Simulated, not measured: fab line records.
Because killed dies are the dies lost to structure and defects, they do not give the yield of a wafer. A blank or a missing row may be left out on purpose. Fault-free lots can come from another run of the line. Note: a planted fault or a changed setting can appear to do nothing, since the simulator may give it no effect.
A lot that was struck, set against a sound lot || flow nand harc || 13 out of 1159 route steps
Sound: the wafers L597.1, L597.5, L597.6. Struck: wafers L612.2, L612.5, L612.6. The cause is given at the end.
At each step with rows: each side's tool, then ch and its chambers, then its first start. Under that, the readings that differ: sound wafers || struck wafers || difference of the means || sigmas: that difference in standard deviations of wafers without a fault.
alike: words and numbers the same on both sides, and readings whose means are apart by under 2 such deviations; not compared: readings that were withheld, readings missing a value for some wafer, numbers with overlapping values and no deviation given by the record, and bounds like >300 which may hide the same value.
The two part at a step that has a row with sigmas, a row that says differs or no value, or rows on one side only. Numbers that have no deviation but don't overlap get no sigmas and don't part them. A reading missing from all wafers of one side parts the sides only when that side holds two or more wafers.

NHARC_A_STAIRCASE_STRIP_446: strips in O2.
  sound on plasma asher-02 ch 0,1, day 13 20:20; struck on plasma asher-01 ch 0,1, day 17 13:16
  alike: drypump motor current A, heater power w
  not compared: rf hours counter h
then, 3 steps without rows for these wafers: NHARC_A_STAIRCASE_STRIP_447 (strips in SPM, time 900 s); NHARC_A_STAIRCASE_PRECLEAN_448 (cleans in SC1); NHARC_A_STAIRCASE_SRD_449.
NHARC_A_STAIRCASE_CMP_450: polishes SiO2, target thk 200 nm.
  sound on cmp-04 ch 0,1,3, day 13 21:07; struck on cmp-03 ch 0,1, day 17 14:04
  alike: motor current A, slurry filter dp kPa
NHARC_A_STAIRCASE_CMP_152: polishes.
  sound on cmp-04 ch 0,1,3, day 13 21:11; struck on cmp-03 ch 0,1, day 17 14:08
{"reading": "motor current A (A)", "sound": "10.8 10.3 12.5", "struck": "14.0 12.7 13.2", "difference": "+2.1", "sigmas": "+2"}
  alike: slurry filter dp kPa
then, 2 steps without rows for these wafers: NHARC_A_STAIRCASE_SRD_154; NHARC_A_STAIRCASE_ETCH_403 (etches SiO2 in dHF, target depth 108.2 nm).
NHARC_A_STAIRCASE_ETCHBACK_422: etches the open film in CH3F/O2, target depth 40 nm, time 74.286 s.
  sound on rie diel-01 ch 0,3, day 13 21:38; struck on rie diel-01 ch 0,1,2, day 17 14:38
{"reading": "oes product au (a.u.)", "sound": "1.00 1.00 0.98", "struck": "0.91 0.92 0.93", "difference": -0.07, "sigmas": -2}
  alike: bias w, ch3f flow sccm, drypump motor current A, mfc ar sccm, rf fwd power W, rf vpp V, showerhead plenum p Torr, throttle valve pct
  not compared: rf hours counter h
then, 1 step without rows for these wafers: NHARC_A_STAIRCASE_ETCH_423 (etches SiO2 in dHF, target depth 30 nm).
NHARC_A_STAIRCASE_ETCHBACK_157: etches the open film in CH3F/O2, target depth 90 nm, time 167.14 s.
  sound on rie diel-01 ch 1,2, day 13 21:59; struck on rie diel-13 ch 0,1, day 17 14:59
  no value came back on the struck wafers for any of 10 readings (bias w (W), ch3f flow sccm (sccm) and others); on the sound wafers bias w (W) reads 99.89 100.28 99.62
  not compared: rf hours counter h
NHARC_A_STAIRCASE_STRIP_475: strips in O2, time 20 s.
  sound on rie diel-01 ch 0,1,2; struck on rie diel-13 ch 0,1,3, day 17 15:10
{"reading": "mfc ar sccm (sccm)", "sound": "0.018 0.035 0.024", "struck": "0 0 0", "difference": "+0", "sigmas": -3}
{"reading": "rf vpp V (V)", "sound": "56.9 57.2 56.9", "struck": "57.9 59.4 59.1", "difference": "+1.8", "sigmas": "+2"}
  alike: drypump motor current A, oes product au, showerhead plenum p Torr, throttle valve pct
  not compared: rf hours counter h
-- break in the record here, with 6 days between the starts of the struck wafers on either side (left off in module A_STAIRCASE, picked up again in module END, where the first step shown is number 1159 on the route) --
NHARC_END_SORT_01:
  here the record holds rows for the struck wafers (prober-01 ch 0, day 23 04:05) but none for the sound ones

## WHERE THEY PART
At NHARC_A_STAIRCASE_CMP_152 first; at NHARC_END_SORT_01 last (within this record only).

WHY: what the simulator had put in
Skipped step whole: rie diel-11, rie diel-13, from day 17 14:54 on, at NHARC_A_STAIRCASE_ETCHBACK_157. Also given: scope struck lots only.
